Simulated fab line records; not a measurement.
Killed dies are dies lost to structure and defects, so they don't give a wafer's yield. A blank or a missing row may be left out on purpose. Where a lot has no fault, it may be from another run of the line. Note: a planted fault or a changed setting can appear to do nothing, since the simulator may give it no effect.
3 desks looking at one fault | flow n5Finfet | each desk holds nothing but its own numbers, with what lay behind them at the end

== THE DEFECT DESK ==
Per lot, the means of the sampled wafers with a number show what the inspections along the route counted. The brackets show how far a lot's mean lies from the usual mean; more than 4 standard deviations puts the lot out of limits, marked OUT.
Columns: A = rawDefectCount at N5_BEOL_M11_INSPECT_30, usual 399
lot  | first seen here | A
L165 | day 11 05:14    | 394
L166 | day 11 18:44    | 412
L173 | day 13 20:34    | 346
L175 | day 14 05:25    | 360
L177 | day 14 13:38    | 373
L179 | day 15 04:16    | 430
L182 | day 16 04:49    | 335
Finding of this desk: none of the 7 lots has anything out of limits.

== FROM THE METROLOGY DESK ==
Lot by lot, what the gauges showed, no matter which tool ran the lot: averages of those sampled wafers that carry a number. The brackets show how far a lot's mean lies from the usual mean; more than 4 standard deviations puts the lot out of limits, marked OUT.
Columns: A = cdNm at N5_BEOL_M11_CD_MEAS_28, usual 69.7 nm; B = V10_OVL at N5_BEOL_M11_OVL_MEAS_29, usual -0.2 nm
lot  | first seen here | A    | B
L165 | day 11 05:11    | 71.1 | -1.1
L166 | day 11 18:41    | 69.1 | -0.2
L173 | day 13 20:31    | 70.3 | -1.1
L175 | day 14 05:22    | 68.8 | -0.1
L177 | day 14 13:35    | 68.7 | -0.8
L179 | day 15 04:13    | 69.5 | 0.5
L182 | day 16 04:46    | 70.8 | 0.3
Finding of this desk: none of the 7 lots has anything out of limits.

== THE TOOL OWNER'S DESK: rieDiel-04 ==
The tool's own readings at N5_BEOL_M11_ETCH_41 (etches SiCN in CH3F/O2, target depth 42.6 nm, time 86 s): means of the sampled wafers that have a number, for each lot that ran on this tool. The brackets show how far a lot's mean lies from the usual mean; more than 4 standard deviations puts the lot out of limits, marked OUT.
Columns: A = drypumpMotorCurrentA at N5_BEOL_M11_ETCH_41, usual 5.9 A; B = oesProductAu at N5_BEOL_M11_ETCH_41, usual 0.75 a.u.; C = rfVppV at N5_BEOL_M11_ETCH_41, usual 296.8 V; D = runLengthS at N5_BEOL_M11_ETCH_41, usual 109.4 s; E = showerheadPlenumPTorr at N5_BEOL_M11_ETCH_41, usual 1.97 Torr; F = throttleValvePct at N5_BEOL_M11_ETCH_41, usual 16.43 %
lot  | first seen here | A   | B    | C     | D               | E    | F
L165 | day 11 05:52    | 6.0 | 0.71 | 298.8 | 109.6           | 2.02 | 16.39
L173 | day 13 20:57    | 5.8 | 0.89 | 297.6 | 109.2           | 2.02 | 16.03
L175 | day 14 06:10    | 5.8 | 0.84 | 298.8 | 115.8 (+12) OUT | 2.04 | 16.07
L177 | day 14 14:02    | 5.9 | 0.82 | 298.1 | 111.4           | 2.02 | 16.27
L179 | day 15 04:55    | 6.0 | 0.94 | 297.4 | 115.7 (+12) OUT | 2.04 | 15.86
This desk's verdict: out of limits on L175, L179, starting with L175 at day 14 06:10 (runLengthS at N5_BEOL_M11_ETCH_41). L165, L173, L177 stayed within limits.

== BROUGHT TOGETHER ==
At day 14 06:10, on L175, L179, the tool owner's desk was in a position to raise an alarm.
The defect desk saw nothing out of limits.
At the metrology desk, nothing out of limits was observed.
The defect desk has L175, L179 on record, within its limits.
The metrology desk holds a record of L175, L179, inside its limits.
The lots listed all ran N5_BEOL_M11_ETCH_41 on rieDiel-04.

== WHAT THE SIMULATOR HAD PUT IN ==
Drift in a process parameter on rieDiel-04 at N5_BEOL_M11_ETCH_41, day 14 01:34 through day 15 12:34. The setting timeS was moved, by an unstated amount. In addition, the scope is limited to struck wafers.
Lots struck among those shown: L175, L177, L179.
How many hours passed from the start of the fault until each desk's first out-of-limits reading: the tool owner's desk, 5.
